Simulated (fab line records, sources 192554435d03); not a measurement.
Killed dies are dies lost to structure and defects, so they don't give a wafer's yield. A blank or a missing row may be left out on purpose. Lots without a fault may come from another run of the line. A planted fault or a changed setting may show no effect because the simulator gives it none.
Chamber matching | flow n5_finfet | N5_BEOL_M6_DESCUM_16 on rie_diel-03: 4 sister chambers
The step chemistry O2, time 7.9 s. 8 wafers are shown with their chamber, then 9 later ones without.

WAFERS WITH THEIR CHAMBER
wafer  | chamber | drypump_motor_current_A (A) | throttle_valve_pct (%)
L085.1 | 1       | 5.83                        | 20.38
L085.2 | 3       | 5.44                        | 20.64
L090.1 | 0       | 5.82                        | 19.87
L090.2 | 1       | 5.83                        | 20.40
L090.4 | 2       | 4.93                        | 20.54
L089.2 | 0       | 5.84                        | 19.89
L089.4 | 3       | 5.45                        | 20.67
L089.5 | 2       | 4.93                        | 20.56

WAFERS WITHOUT THEIR CHAMBER
wafer  | drypump_motor_current_A (A) | throttle_valve_pct (%)
L091.2 | 5.83                        | 20.42
L091.4 | 4.94                        | 20.56
L091.5 | 5.84                        | 20.39
L093.1 | 4.96                        | 20.57
L093.2 | 5.83                        | 19.90
L093.4 | 5.43                        | 20.70
L096.2 | 5.85                        | 19.91
L096.3 | 5.43                        | 20.69
L096.5 | 5.43                        | 20.71

WHICH CHAMBER EACH WENT THROUGH
wafer  | from the rows above | in truth
L091.2 | 1                   | 1
L091.4 | 2                   | 2
L091.5 | 1                   | 1
L093.1 | 2                   | 2
L093.2 | 0                   | 0
L093.4 | 3                   | 3
L096.2 | 0                   | 0
L096.3 | 3                   | 3
L096.5 | 3                   | 3
Placed correctly: 9 of 9. Can't be placed from these rows: 0. Placed wrongly: 0.
How it was worked out, from the rows above alone: a wafer's distance from a chamber is the root of the sum, over the readings, of the square of ((its reading less the chamber's mean) divided by the reading's scatter). The wafer belongs to the nearest chamber; if the next one is less than 2 further off, it can't be placed. A chamber's mean is the mean of its shown wafers. The scatter: the root of (the sum of the squares of (reading less its chamber's mean) over the shown wafers, divided by (wafers less chambers)).
